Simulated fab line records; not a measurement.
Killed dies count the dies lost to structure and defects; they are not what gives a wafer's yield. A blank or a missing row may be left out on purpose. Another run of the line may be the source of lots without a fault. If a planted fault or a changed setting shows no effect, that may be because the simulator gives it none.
Matching of chambers + flow n5-finfet + N5_GATE_CUT_SAC_CAP_01 on ald-sin-01 has 4 sister chambers
The step material SiNx, target thk 24 nm, pulse time 1 s, ald cycles 480. 33 wafers are shown with their chamber, then 12 later ones without.

EACH WAFER AND ITS CHAMBER
| wafer  | chamber | heater-power-w (W) | precursor-pulse-height-rel |
|--------|---------|--------------------|----------------------------|
| L075.2 | 0       | 777                | 0.974                      |
| L075.5 | 1       | 707                | 0.975                      |
| L075.6 | 0       | 791                | 1.000                      |
| L076.3 | 1       | 715                | 0.994                      |
| L076.4 | 2       | 858                | 0.971                      |
| L076.5 | 0       | 815                | 0.992                      |
| L078.2 | 2       | 849                | 0.997                      |
| L078.3 | 3       | 954                | 1.031                      |
| L078.4 | 0       | 773                | 0.963                      |
| L079.1 | 1       | 720                | 1.011                      |
| L079.3 | 3       | 943                | 1.032                      |
| L079.4 | 2       | 831                | 0.986                      |
| L080.2 | 0       | 799                | 0.983                      |
| L080.4 | 2       | 823                | 0.973                      |
| L080.6 | 0       | 802                | 1.017                      |
| L085.3 | 2       | 838                | 1.001                      |
| L085.5 | 3       | 916                | 0.988                      |
| L085.6 | 2       | 854                | 0.980                      |
| L087.1 | 0       | 806                | 0.957                      |
| L087.3 | 3       | 942                | 0.994                      |
| L087.6 | 1       | 746                | 0.981                      |
| L088.1 | 1       | 743                | 1.005                      |
| L088.2 | 3       | 927                | 0.978                      |
| L088.4 | 2       | 832                | 1.012                      |
| L089.1 | 2       | 834                | 1.022                      |
| L089.2 | 0       | 808                | 0.975                      |
| L089.4 | 3       | 939                | 1.025                      |
| L090.3 | 1       | 741                | 0.990                      |
| L090.4 | 1       | 726                | 1.004                      |
| L090.6 | 3       | 918                | 1.004                      |
| L091.1 | 0       | 808                | 1.002                      |
| L091.2 | 3       | 918                | 0.992                      |
| L091.3 | 1       | 742                | 0.974                      |

SIGNATURES (means of the wafers above)
| reading                    | chamber 0 | chamber 1 | chamber 2 | chamber 3 | scatter within a chamber |
|----------------------------|-----------|-----------|-----------|-----------|--------------------------|
| heater-power-w             | 797.67    | 730.00    | 839.88    | 932.12    | 14.1                     |
| precursor-pulse-height-rel | 0.98478   | 0.99175   | 0.99275   | 1.00550   | 0.0186                   |
Rule: a wafer lies at a distance from a chamber equal to the root of the sum of squares, over the readings, of (its reading less the chamber's mean, divided by the reading's scatter). The wafer belongs to the nearest chamber; if the next one is less than 2 further off, it can't be placed. The scatter: the root of (the sum of the squares of (reading less its chamber's mean) over the shown wafers, divided by (wafers less chambers)).

WAFERS WITH NO CHAMBER GIVEN
| wafer  | heater-power-w (W) | precursor-pulse-height-rel |
|--------|--------------------|----------------------------|
| L091.4 | 916                | 1.038                      |
| L091.5 | 734                | 1.019                      |
| L091.6 | 814                | 1.003                      |
| L092.2 | 793                | 0.998                      |
| L092.3 | 759                | 0.996                      |
| L092.4 | 932                | 0.999                      |
| L093.4 | 799                | 0.959                      |
| L093.5 | 732                | 0.995                      |
| L093.6 | 931                | 1.010                      |
| L095.3 | 813                | 1.027                      |
| L095.4 | 724                | 0.998                      |
| L095.5 | 791                | 0.998                      |

THE CHAMBER EACH PASSED THROUGH
| wafer  | from the rows above     | in truth |
|--------|-------------------------|----------|
| L091.4 | 3                       | 3        |
| L091.5 | 1                       | 1        |
| L091.6 | can't be placed: 0 or 2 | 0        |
| L092.2 | 0                       | 0        |
| L092.3 | can't be placed: 1 or 0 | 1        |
| L092.4 | 3                       | 3        |
| L093.4 | 0                       | 0        |
| L093.5 | 1                       | 1        |
| L093.6 | 3                       | 3        |
| L095.3 | can't be placed: 0 or 2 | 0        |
| L095.4 | 1                       | 1        |
| L095.5 | 0                       | 0        |
9 of 12 placed correctly. Unplaceable from these rows: 3, with the true chamber sitting among the candidates in 3. Wrongly placed: 0.
